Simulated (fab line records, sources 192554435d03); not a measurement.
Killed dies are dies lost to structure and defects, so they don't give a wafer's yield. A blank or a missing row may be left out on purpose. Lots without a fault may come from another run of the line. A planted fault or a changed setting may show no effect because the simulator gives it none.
fab line records | flow n5_finfet
record lots=10 wafers=30 last_day=16
route steps=1938 shown BEOL_M4@1111 PASS1_DEP@1831 MIM_TOP_ETCH@1853 PAD_METAL@1895 PASSIVATION@1936
lots that met no fault: from a run of the same line without faults
start_h: hours from the record's first day to the start of the lot's first wafer shown | wait_h: hours since the lot's step before | " the same as in the row above | L1.1+2: a row that stands for several wafers | - no value, or no start given | * or withheld: withheld | < > ~ a bound
route shown NAME@n: a module of which the file shows steps, and the number in the route of the first | usual: mean/standard deviation of fault-free wafers | same: alike in all rows | chamber/n: place in a boat | sites: the reading at each site | _std_site: their standard deviation | _edge_site: outer sites' mean less inner sites' | radius_mm: how far each site lies from the wafer's centre | mask NAME#n: copy n | behind: the tool/chamber that last shaped the wafer | hold: why the lot was held/for how many hours/how that ended | device: the transistor (n, p or np) that didn't switch | end of line: the same wafers' tests at the end of the route | a step without rows: its recipe alone | killed: dies lost to structure and defects at the first sort, not the wafer's yield | map: a wafer's dies, x killed, . not, _ none there
set.NAME: the setting as run; set.NAME@STEP: as run at that earlier step | model.NAME: the simulator's own value behind a step, which no gauge read
steps of the route over a sample of lots; a table a step, a row a wafer
services: from which hour (start_h, from the record's first day; less than 0 if before it) a tool's chamber was out of use, for how many hours, and why
## steps
# step N5_BEOL_M4_RC_MEAS_101
# usual DIBL_N=35.8/1.8 DIBL_P=35.9/2.2 IOFF_N=0.16/0.035 IOFF_P=0.21/0.04 ION_N=672/11 ION_P=461/7.4 SS_N=71.4/0.64 SS_P=73.2/0.67 VT_N=250/3.5 VT_P=-251/3.4
# columns lot.wafer tool chamber start_h wait_h DIBL_N[mV/V] DIBL_P[mV/V] IOFF_N[nA/um] IOFF_P[nA/um] ION_N[uA/um] ION_P[uA/um] SS_N[mV/dec] SS_P[mV/dec] VT_N[mV] VT_P[mV]
L851.1 prober-02 0 165.77 0.2 34.2 32.9 0.12 0.17 664 451 71.0 72.0 254 -254
L851.2 " 0 " " 33.8 34.0 0.12 0.18 671 462 71.3 71.9 257 -255
L851.4 " 0 " " 34.3 33.8 0.13 0.18 673 452 70.8 73.0 253 -252
L850.3 prober-01 0 183.41 0.3 34.9 36.2 0.17 0.23 675 468 71.4 74.0 247 -246
L850.4 " 0 " " 32.9 34.3 0.14 0.20 669 463 71.4 72.7 250 -250
L850.5 " 0 " " 34.9 36.9 0.17 0.25 677 476 71.0 72.8 245 -246
L853.3 prober-02 0 188.64 0.3 37.6 39.3 0.21 0.27 679 467 72.1 73.9 247 -246
L853.5 " 0 " " 34.5 35.6 0.15 0.21 670 459 71.0 72.9 250 -247
L853.6 " 0 " " 35.5 37.1 0.17 0.24 676 473 71.4 73.0 251 -248
L857.4 prober-02 0 214.06 0.5 36.3 36.0 0.15 0.18 663 455 71.7 73.6 251 -253
L857.5 " 0 " " 38.0 39.9 0.19 0.26 677 462 71.8 74.1 249 -249
L857.6 " 0 " " 36.0 36.2 0.15 0.19 667 458 71.1 73.6 249 -251
L855.1 prober-01 0 216.83 0.0 38.6 40.7 0.21 0.24 691 467 72.3 73.7 247 -250
L855.2 " 0 " " 36.7 37.9 0.17 0.19 683 459 72.1 72.5 249 -251
L855.4 " 0 " " 35.0 36.7 0.13 0.17 665 451 71.1 72.8 254 -255
L862.1 prober-02 0 256.39 0.0 35.2 34.5 0.14 0.18 667 459 70.5 72.1 252 -250
L862.3 " 0 " " 37.3 37.3 0.16 0.22 684 467 71.4 72.6 250 -250
L862.4 " 0 " " 37.5 38.5 0.18 0.25 682 465 71.2 73.1 246 -249
L863.1 prober-02 0 259.85 0.0 34.3 34.6 0.13 0.21 658 462 71.3 73.0 253 -249
L863.4 " 0 " " 37.1 38.2 0.19 0.28 664 464 71.2 73.7 247 -246
L863.5 " 0 " " 35.0 35.8 0.15 0.23 669 470 70.5 72.3 249 -246
L865.3 prober-02 0 265.80 0.3 31.7 31.2 0.09 0.13 654 456 70.2 71.9 258 -256
L865.4 " 0 " " 34.5 35.6 0.13 0.19 667 461 70.7 73.1 251 -251
L865.6 " 0 " " 33.8 34.5 0.12 0.18 667 469 70.6 72.2 251 -251
L867.2 prober-01 0 280.65 0.2 37.3 36.3 0.18 0.21 672 458 72.0 73.2 248 -251
L867.3 " 0 " " 37.0 35.8 0.16 0.20 682 464 70.6 73.4 249 -251
L867.4 " 0 " " 32.9 31.6 0.11 0.15 661 456 70.9 72.5 252 -256
L869.1 prober-02 0 282.56 0.0 35.1 36.4 0.15 0.23 668 461 71.7 73.3 248 -248
L869.2 " 0 " " 36.7 38.3 0.19 0.26 679 472 72.2 72.9 246 -245
L869.4 " 0 " " 34.3 35.3 0.14 0.21 669 466 71.8 72.9 252 -248
# step N5_PASSIVATION_PECVD_00
# recipe material=SiO2 target_thk_a=2000 temp_c=400 precursor=SiH4/N2O pressure_torr=2.7 rf_w=608 time_s=11.2
# usual heater_power_outer_w=329/65 heater_power_w=609/89 showerhead_plenum_p_Torr=8.18/0.096 showerhead_vpp_V=1526/110 throttle_valve_pct=51.5/1.3
# columns lot.wafer tool chamber start_h wait_h heater_power_outer_w heater_power_w showerhead_plenum_p_Torr showerhead_vpp_V throttle_valve_pct
L851.1 pecvd-04 0 255.05 0.8 221 514 8.23 1311 50.1
L851.2 " 2 " " 296 595 8.14 1553 51.6
L851.4 " 2 " " 315 610 8.13 1549 51.5
L850.3 pecvd-03 1 273.98 0.5 434 711 8.20 1527 52.4
L850.4 " 0 " " 341 592 8.36 1531 52.6
L850.5 " 1 " " 447 713 8.23 1523 52.2
L853.3 pecvd-03 2 278.95 0.5 225 389 8.00 1440 49.8
L853.5 " 1 " " 454 767 8.20 1532 52.5
L853.6 " 0 " " 341 588 8.39 1552 53.0
L857.4 pecvd-04 1 302.27 0.4 323 650 8.18 1634 51.1
L857.5 " 2 " " 364 698 8.11 1556 51.8
L857.6 " 0 " " 270 571 8.26 1332 50.2
L855.1 pecvd-04 2 310.81 0.8 393 732 8.12 1535 52.0
L855.2 " 0 " " 281 589 8.22 1330 50.1
L855.4 " 1 " " 372 699 8.16 1617 50.8
L862.1 pecvd-03 0 342.52 0.8 400 689 8.39 1557 53.3
L862.3 " 2 " " 305 493 7.99 1468 49.9
L862.4 " 0 " " 400 666 8.38 1573 53.5
L863.1 pecvd-01 1 346.55 0.8 419 734 8.09 1700 54.5
L863.4 " 2 " " 330 593 8.12 1532 50.1
L863.5 " 1 " " 440 739 8.09 1699 54.3
L865.3 pecvd-01 1 347.49 0.5 437 744 8.11 1713 54.3
L865.4 " 1 " " 445 743 8.11 1707 54.5
L865.6 " 2 " " 243 502 8.13 1533 50.0
L867.2 pecvd-04 1 365.94 0.7 369 711 8.18 1642 50.9
L867.3 " 0 " " 247 544 8.23 1339 50.3
L867.4 " 2 " " 367 665 8.11 1524 52.4
L869.1 pecvd-04 2 370.90 0.8 349 661 8.13 1528 52.5
L869.2 " 0 " " 296 604 8.24 1324 50.6
L869.4 " 0 " " 311 598 8.25 1320 50.3
# step N5_MIM_TOP_ETCH_PECVD_03
# recipe material=SiNx target_thk_a=200 temp_c=400 precursor=SiH4/NH3/N2 pressure_torr=1.5 rf_w=300 time_s=17.6
# usual heater_power_outer_w=475/110 heater_power_w=790/160 showerhead_plenum_p_Torr=5.16/0.074 showerhead_vpp_V=1066/68 throttle_valve_pct=40.1/1.3
# columns lot.wafer tool chamber start_h wait_h heater_power_outer_w heater_power_w showerhead_plenum_p_Torr showerhead_vpp_V throttle_valve_pct
L851.1 pecvd-03 1 259.30 - 470 740 5.17 1075 40.9
L851.2 " 0 " " 472 769 5.29 1106 40.8
L851.4 " 2 " " 373 569 5.04 1030 38.3
L850.3 pecvd-04 0 277.49 - 351 663 5.18 924 39.1
L850.4 " 0 " " 348 651 5.20 943 39.3
L850.5 " 1 " " 415 786 5.16 1165 39.7
L853.3 pecvd-03 2 282.86 - 379 596 5.03 1050 38.5
L853.5 " 1 " " 526 858 5.18 1054 40.4
L853.6 " 2 " " 381 585 5.02 1028 38.5
L857.4 pecvd-02 2 305.56 - 434 722 5.24 1018 41.3
L857.5 " 1 " " 717 1090 5.14 1007 38.1
L857.6 " 0 " " 561 914 5.11 1168 41.5
L855.1 pecvd-04 0 313.82 - 395 701 5.18 931 39.0
L855.2 " 2 " " 439 806 5.11 1094 40.3
L855.4 " 1 " " 351 684 5.15 1148 39.4
L862.1 pecvd-03 0 345.78 - 496 824 5.29 1085 41.3
L862.3 " 1 " " 503 813 5.18 1047 40.4
L862.4 " 1 " " 504 841 5.19 1070 40.7
L863.1 pecvd-02 0 349.02 - 568 957 5.11 1181 41.4
L863.4 " 1 " " 715 1113 5.15 1006 37.9
L863.5 " 2 " " 512 807 5.24 1017 41.7
L865.3 pecvd-03 1 349.70 - 520 850 5.19 1076 40.5
L865.4 " 0 " " 443 771 5.29 1100 41.4
L865.6 " 1 " " 525 840 5.18 1083 40.6
L867.2 pecvd-04 2 369.69 - 437 780 5.10 1087 40.7
L867.3 " 1 " " 382 719 5.15 1151 39.7
L867.4 " 2 " " 438 779 5.10 1090 40.4
L869.1 pecvd-03 2 375.80 - 301 496 5.03 1028 38.4
L869.2 " 0 " " 485 769 5.30 1098 41.5
L869.4 " 2 " " 307 491 5.03 1035 38.6
# step N5_PASSIVATION_SPUTTER_20
# recipe material=TaN target_thk_a=500 temp_c=25 chamber_pressure_pa=0.4
# usual chamber_pressure_pa=0.4000/0.00075 substrate_temp_c=25.01/0.1 throttle_valve_pct=29.5/1.1
# columns lot.wafer tool chamber start_h wait_h chamber_pressure_pa substrate_temp_c throttle_valve_pct
L851.1 pvd_sputter-02 - 264.52 0.0 0.3990 24.94 29.5
L851.2 " - " " 0.3986 24.99 30.2
L851.4 " - " " 0.4003 25.06 31.1
L850.3 pvd_sputter-02 - 283.94 0.0 0.3998 24.90 30.0
L850.4 " - " " 0.3990 24.93 29.1
L850.5 " - " " 0.3993 25.06 30.1
L853.3 pvd_sputter-01 - 289.50 0.0 0.4005 25.17 28.1
L853.5 " - " " 0.4003 24.91 27.5
L853.6 " - " " 0.4020 25.02 27.6
L857.4 pvd_sputter-02 - 308.60 0.0 0.4002 24.93 29.2
L857.5 " - " " 0.4007 25.06 30.2
L857.6 " - " " 0.3998 24.69 30.1
L855.1 pvd_sputter-01 - 317.25 0.0 0.3999 24.78 27.8
L855.2 " - " " 0.3998 25.12 27.7
L855.4 " - " " 0.3997 25.20 29.0
L862.1 pvd_sputter-02 - 349.51 0.0 - - -
L862.3 " - " " - - -
L862.4 " - " " - - -
L865.3 pvd_sputter-01 - 352.74 0.0 - - -
L865.4 " - " " - - -
L865.6 " - " " - - -
L863.1 pvd_sputter-01 - 353.38 0.0 0.4005 25.23 27.6
L863.4 " - " " 0.3997 25.05 27.9
L863.5 " - " " 0.3998 24.88 28.8
L867.2 pvd_sputter-02 - 374.76 0.0 0.4010 25.02 29.0
L867.3 " - " " 0.3995 25.07 31.2
L867.4 " - " " 0.4004 24.94 30.0
L869.1 pvd_sputter-01 - 378.41 0.0 0.3993 25.12 30.7
L869.2 " - " " 0.4000 25.01 27.9
L869.4 " - " " 0.3990 24.90 29.0
# step N5_PASSIVATION_AL_DEP_21
# recipe material=Al target_thk_a=28000 temp_c=400 time_s=170 power_w=30000 chamber_pressure_pa=0.4 gas=Ar
# usual throttle_valve_pct=29.5/1.1
# columns lot.wafer tool chamber start_h wait_h throttle_valve_pct
L851.1 pvd_sputter-02 - 264.62 0.1 29.5
L851.2 " - " " 29.9
L851.4 " - " " 31.0
L850.3 pvd_sputter-02 - 284.04 0.1 30.3
L850.4 " - " " 29.3
L850.5 " - " " 30.2
L853.3 pvd_sputter-01 - 289.60 0.1 27.9
L853.5 " - " " 27.8
L853.6 " - " " 27.9
L857.4 pvd_sputter-02 - 308.70 0.1 29.4
L857.5 " - " " 30.3
L857.6 " - " " 30.1
L855.1 pvd_sputter-01 - 317.35 0.1 27.9
L855.2 " - " " 27.7
L855.4 " - " " 29.2
L862.1 pvd_sputter-02 - 349.61 0.1 30.2
L862.3 " - " " 30.3
L862.4 " - " " 31.1
L865.3 pvd_sputter-01 - 352.84 0.1 27.7
L865.4 " - " " 27.9
L865.6 " - " " 27.9
L863.1 pvd_sputter-01 - 353.48 0.1 27.8
L863.4 " - " " 27.7
L863.5 " - " " 28.8
L867.2 pvd_sputter-02 - 374.86 0.1 29.1
L867.3 " - " " 31.0
L867.4 " - " " 30.1
L869.1 pvd_sputter-01 - 378.51 0.1 30.6
L869.2 " - " " 27.8
L869.4 " - " " 29.0
# step N5_PASSIVATION_PROBE_49
# usual defect_limited_yield=91.0/1.5 killed_at_M0_to_M3=34/9.1 killed_at_M4_up=14/5.7 killed_at_contacts=13/5.7 killed_at_front_end=42/12 killed_at_other=4/3.4 killed_dies=106/17 killed_on_rim=14/4.3 killed_open=70/13 killed_short=34/7.5 sort_bin_5_function=5.2/0.94 sort_bin_6_memory=3.4/0.69 sort_n_pass=1074/17 sort_yield_pct=91.0/1.5
# same gross_dies=1180 killed_at_back_side=0 sort_bin_4_leakage[%]=0 sort_bin_8_speed[%]=0
# columns lot.wafer tool chamber start_h wait_h defect_limited_yield[%] killed_at_M0_to_M3 killed_at_M4_up killed_at_contacts killed_at_front_end killed_at_other killed_dies killed_on_rim killed_open killed_short sort_bin_5_function[%] sort_bin_6_memory[%] sort_n_pass sort_yield_pct[%]
L850.3 prober-02 - 289.66 0.1 90.3 39 6 9 56 4 114 13 81 33 6.6 2.9 1066 90.3
L850.4 prober-02 - 289.71 0.2 91.3 24 18 12 49 0 103 13 62 35 5.7 2.7 1077 91.3
L850.5 prober-02 - 289.76 0.2 93.3 27 7 12 32 1 79 12 51 27 3.9 2.7 1101 93.3
L853.3 prober-02 - 295.06 0.1 90.8 46 11 4 48 0 109 17 68 36 5.1 3.5 1071 90.8
L853.5 prober-02 - 295.16 0.2 91.6 33 11 7 42 6 99 17 58 39 5.3 2.6 1081 91.6
L853.6 prober-02 - 295.21 0.3 92.2 43 9 7 28 5 92 13 67 24 5.3 2.1 1088 92.2
L855.1 prober-01 - 322.89 0.0 91.4 31 19 5 39 7 101 12 71 28 5.1 3.2 1079 91.4
L855.2 prober-01 - 322.94 0.1 92.2 21 10 7 48 6 92 9 52 37 4.3 3.3 1088 92.2
L855.4 prober-01 - 323.04 0.2 91.8 31 6 11 46 3 97 18 59 36 5.1 2.7 1083 91.8
L862.1 prober-02 - 356.70 0.0 85.3 26 12 10 45 81 174 46 65 28 11.1 3.2 1006 85.3
L862.3 prober-02 - 356.80 0.1 84.4 27 7 13 59 78 184 8 72 34 12.1 3.1 996 84.4
L862.4 prober-02 - 356.85 0.2 84.7 21 13 13 50 84 181 60 74 24 12.2 2.9 999 84.7
L865.3 prober-01 - 358.59 0.1 84.2 26 11 13 34 103 187 3 50 44 12.5 3.0 993 84.2
L865.4 prober-01 - 358.64 0.2 84.9 29 18 4 28 99 178 38 61 20 11.8 3.1 1002 84.9
L865.6 prober-01 - 358.74 0.3 81.4 50 17 17 20 116 220 48 83 41 13.9 4.3 960 81.4
L863.1 prober-02 - 359.47 0.0 93.8 25 13 3 28 4 73 11 45 23 3.7 2.1 1107 93.8
L863.4 prober-02 - 359.62 0.2 92.5 26 24 6 23 10 89 11 53 32 4.5 2.6 1091 92.5
L863.5 prober-02 - 359.67 0.2 91.5 26 22 10 32 10 100 13 62 36 5.0 2.9 1080 91.5
L867.2 prober-01 - 380.92 0.1 92.2 20 17 19 35 1 92 11 66 26 4.2 3.3 1088 92.2
L867.3 prober-01 - 380.97 0.1 89.9 36 11 14 48 10 119 11 79 39 6.1 3.9 1061 89.9
L867.4 prober-01 - 381.02 0.2 91.3 35 12 13 42 1 103 15 72 31 5.5 3.1 1077 91.3
L869.1 prober-02 - 383.98 0.0 91.1 33 11 21 38 2 105 17 72 32 5.7 2.9 1075 91.1
L869.2 prober-02 - 384.03 0.1 90.2 41 6 8 59 2 116 19 72 37 5.3 3.5 1064 90.2
L869.4 prober-02 - 384.13 0.2 89.3 63 10 13 30 10 126 15 81 43 7.0 3.3 1054 89.3
# killed by level:class
L850.3 STI_FIN_REVEAL:geometric_particle:open=25 BEOL_M2:geometric_particle:open=14 MOL_CONTACT_COAG:geometric_particle:open=8 FIN_SAQP:geometric_particle:open=7 BEOL_M0_SAQP:geometric_particle:open=7 BEOL_M1:geometric_particle:open=6 BEOL_M0_SAQP:geometric_particle:short=6 STARTING-WAFER:geometric_particle:short=5
L850.4 FIN_SAQP:geometric_particle:short=12 BEOL_M4:geometric_particle:open=11 MOL_CONTACT_COAG:geometric_particle:open=10 STI_FIN_REVEAL:geometric_particle:open=9 BEOL_M1:geometric_particle:open=9 BEOL_M0_SAQP:geometric_particle:short=8 FIN_SAQP:geometric_particle:open=7 STI_FIN_REVEAL:geometric_particle:short=5
L850.5 STI_FIN_REVEAL:geometric_particle:open=10 MOL_CONTACT_COAG:geometric_particle:open=9 BEOL_M0_SAQP:geometric_particle:short=7 BEOL_M2:geometric_particle:open=7 FIN_SAQP:geometric_particle:short=5 DUMMY_GATE:geometric_particle:open=4 STI_FIN_REVEAL:geometric_particle:short=3 ILD0:geometric_particle:short=3
L853.3 BEOL_M0_SAQP:geometric_particle:short=11 BEOL_M0_SAQP:geometric_particle:open=11 FIN_SAQP:geometric_particle:short=7 GATE_CUT:geometric_particle:open=7 BEOL_M1:geometric_particle:open=7 BEOL_M1:geometric_particle:short=6 BEOL_M3:geometric_particle:open=6 STI_FIN_REVEAL:geometric_particle:open=5
L853.5 BEOL_M0_SAQP:geometric_particle:short=9 BEOL_M0_SAQP:geometric_particle:open=9 FIN_SAQP:geometric_particle:open=6 GATE_CUT:geometric_particle:short=6 STI_FIN_REVEAL:geometric_particle:open=5 DUMMY_GATE:geometric_particle:open=5 STARTING-WAFER:geometric_particle:open=5 BEOL_M3:geometric_particle:open=5
L853.6 BEOL_M0_SAQP:geometric_particle:open=14 BEOL_M3:geometric_particle:open=11 BEOL_M1:geometric_particle:open=7 DUMMY_GATE:geometric_particle:open=6 FIN_SAQP:geometric_particle:open=5 STI_FIN_REVEAL:geometric_particle:open=5 BEOL_M0_SAQP:geometric_particle:short=5 GATE_CUT:geometric_particle:open=4
L855.1 STI_FIN_REVEAL:geometric_particle:open=10 BEOL_M2:geometric_particle:open=10 BEOL_M4:geometric_particle:open=8 GATE_CUT:geometric_particle:short=7 GATE_CUT:geometric_particle:open=6 BEOL_M0_SAQP:geometric_particle:short=6 DUMMY_GATE:geometric_particle:open=5 MOL_CONTACT_COAG:geometric_particle:open=5
L855.2 FIN_SAQP:geometric_particle:short=8 BEOL_M2:geometric_particle:open=8 DUMMY_GATE:geometric_particle:open=7 GATE_CUT:geometric_particle:short=7 FIN_SAQP:geometric_particle:open=6 MOL_CONTACT_COAG:geometric_particle:open=5 BEOL_M1:geometric_particle:open=5 STARTING-WAFER:geometric_particle:open=5
L855.4 FIN_SAQP:geometric_particle:open=14 GATE_CUT:geometric_particle:short=8 BEOL_M2:geometric_particle:open=8 MOL_CONTACT_COAG:geometric_particle:open=7 BEOL_M3:geometric_particle:open=7 STI_FIN_REVEAL:geometric_particle:open=6 BEOL_M0_SAQP:geometric_particle:open=6 FIN_SAQP:geometric_particle:short=5
L862.1 PAD_METAL:area_sputter=78 FIN_SAQP:geometric_particle:open=12 BEOL_M3:geometric_particle:open=7 FIN_SAQP:geometric_particle:short=6 MOL_CONTACT_COAG:geometric_particle:open=6 STI_FIN_REVEAL:geometric_particle:open=5 BEOL_M0_SAQP:geometric_particle:open=5 BEOL_M1:geometric_particle:open=5
L862.3 PAD_METAL:area_sputter=76 FIN_SAQP:geometric_particle:open=19 FIN_SAQP:geometric_particle:short=11 STI_FIN_REVEAL:geometric_particle:open=10 MOL_CONTACT_COAG:geometric_particle:open=9 BEOL_M3:geometric_particle:open=8 BEOL_M0_SAQP:geometric_particle:short=5 DUMMY_GATE:geometric_particle:open=4
L862.4 PAD_METAL:area_sputter=80 FIN_SAQP:geometric_particle:open=17 MOL_CONTACT_COAG:geometric_particle:open=12 GATE_CUT:geometric_particle:open=6 BEOL_M0_SAQP:geometric_particle:short=5 BEOL_M3:geometric_particle:open=5 FIN_SAQP:geometric_particle:short=4 STI_FIN_REVEAL:geometric_particle:open=4
L865.3 PAD_METAL:area_sputter=93 MOL_CONTACT_COAG:geometric_particle:open=11 FIN_SAQP:geometric_particle:short=9 FIN_SAQP:geometric_particle:open=7 BEOL_M0_SAQP:geometric_particle:short=6 BEOL_M3:geometric_particle:open=6 BEOL_M3:geometric_particle:short=6 PASS1_CAP:geometric_particle:short=5
L865.4 PAD_METAL:area_sputter=97 FIN_SAQP:geometric_particle:open=11 BEOL_M0_SAQP:geometric_particle:open=9 BEOL_M3:geometric_particle:open=7 BEOL_M4:geometric_particle:open=6 BEOL_M7:geometric_particle:open=6 FIN_SAQP:geometric_particle:short=5 STI_FIN_REVEAL:geometric_particle:open=5
L865.6 PAD_METAL:area_sputter=95 BEOL_M3:geometric_particle:open=14 MOL_CONTACT_COAG:geometric_particle:open=12 BEOL_M0_SAQP:geometric_particle:open=9 BEOL_M1:geometric_particle:open=8 BEOL_M3:geometric_particle:short=7 MOL_CONTACT_COAG:geometric_particle:short=5 BEOL_M4:geometric_particle:open=5
L863.1 BEOL_M0_SAQP:geometric_particle:open=8 STI_FIN_REVEAL:geometric_particle:open=7 BEOL_M1:geometric_particle:open=7 FIN_SAQP:geometric_particle:open=6 BEOL_M0_SAQP:geometric_particle:short=5 DUMMY_GATE:geometric_particle:open=4 GATE_CUT:geometric_particle:short=3 BEOL_M2:geometric_particle:open=3
L863.4 BEOL_M4:geometric_particle:open=8 BEOL_M0_SAQP:geometric_particle:short=7 BEOL_M2:geometric_particle:open=7 FIN_SAQP:geometric_particle:open=5 BEOL_M0_SAQP:geometric_particle:open=5 BEOL_M4:geometric_particle:short=5 PASS1_CAP:geometric_particle:short=5 GATE_CUT:geometric_particle:open=4
L863.5 BEOL_M5:geometric_particle:open=7 MOL_CONTACT_COAG:geometric_particle:open=7 BEOL_M0_SAQP:geometric_particle:short=7 BEOL_M0_SAQP:geometric_particle:open=5 BEOL_M1:geometric_particle:open=5 BEOL_M3:geometric_particle:open=5 BEOL_M4:geometric_particle:open=5 FIN_SAQP:geometric_particle:open=4
L867.2 MOL_CONTACT_COAG:geometric_particle:open=14 BEOL_M7:geometric_particle:open=7 FIN_SAQP:geometric_particle:open=6 BEOL_M1:geometric_particle:open=6 FIN_SAQP:geometric_particle:short=5 STI_FIN_REVEAL:geometric_particle:open=5 MOL_CONTACT_COAG:geometric_particle:short=5 DUMMY_GATE:geometric_particle:open=4
L867.3 FIN_SAQP:geometric_particle:open=12 MOL_CONTACT_COAG:geometric_particle:open=12 BEOL_M1:geometric_particle:open=9 FIN_SAQP:geometric_particle:short=8 BEOL_M1:geometric_particle:short=8 DUMMY_GATE:geometric_particle:open=5 BEOL_M2:geometric_particle:open=5 BEOL_M3:geometric_particle:open=5
L867.4 FIN_SAQP:geometric_particle:open=12 MOL_CONTACT_COAG:geometric_particle:open=10 FIN_SAQP:geometric_particle:short=9 STI_FIN_REVEAL:geometric_particle:open=8 BEOL_M0_SAQP:geometric_particle:short=7 BEOL_M1:geometric_particle:open=7 BEOL_M2:geometric_particle:open=7 BEOL_M3:geometric_particle:open=5
L869.1 MOL_CONTACT_COAG:geometric_particle:open=15 STI_FIN_REVEAL:geometric_particle:open=11 BEOL_M0_SAQP:geometric_particle:open=11 BEOL_M0_SAQP:geometric_particle:short=10 BEOL_M2:geometric_particle:open=7 DUMMY_GATE:geometric_particle:open=6 MOL_CONTACT_COAG:geometric_particle:short=6 STARTING-WAFER:geometric_particle:open=4
L869.2 FIN_SAQP:geometric_particle:open=11 BEOL_M0_SAQP:geometric_particle:short=10 STI_FIN_REVEAL:geometric_particle:open=8 BEOL_M2:geometric_particle:open=8 BEOL_M0_SAQP:geometric_particle:open=7 BEOL_M1:geometric_particle:open=7 HKMG_FIN:area_etch=7 FIN_SAQP:geometric_particle:short=6
L869.4 BEOL_M0_SAQP:geometric_particle:open=14 BEOL_M0_SAQP:geometric_particle:short=13 MOL_CONTACT_COAG:geometric_particle:open=12 BEOL_M3:geometric_particle:open=12 BEOL_M2:geometric_particle:open=10 BEOL_M4:geometric_particle:open=7 STI_FIN_REVEAL:geometric_particle:open=7 PASS1_CAP:geometric_particle:short=6
## services
# columns tool chamber start_h hours kind
pecvd-03 - 261.81 1.5 repair
pecvd-01 2 269.11 12.2 repair
pecvd-01 2 300.55 5.5 scheduled_down
pecvd-01 2 327.12 5.4 repair
pecvd-02 0 366.57 5.5 scheduled_down
pvd_sputter-01 - 369.52 4.6 repair
pecvd-04 0 373.37 4.0 repair
pecvd-04 1 375.24 3.6 repair
## key
first_sign step=N5_PASSIVATION_SPUTTER_20 reading=tool_record direction=missing
effect step=N5_PASSIVATION_PROBE_49 reading=killed_at_other direction=up sigmas=26 usual=4 struck=94
more_kills_born_at N5_PASSIVATION_SPUTTER_20@pvd_sputter-01=285 N5_PASSIVATION_SPUTTER_20@pvd_sputter-02=234
met_at N5_PASSIVATION_SPUTTER_20
struck_lots L862,L865
not_acting_at N5_PASSIVATION_PECVD_00,N5_MIM_TOP_ETCH_PECVD_03,N5_PASSIVATION_AL_DEP_21
onset_between 317.25 349.51
fault kind=skipped_step_whole tool=pvd_sputter-01,pvd_sputter-02 chamber=- onset_h=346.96 steps=N5_PASSIVATION_SPUTTER_20 scope=struck_lots_only
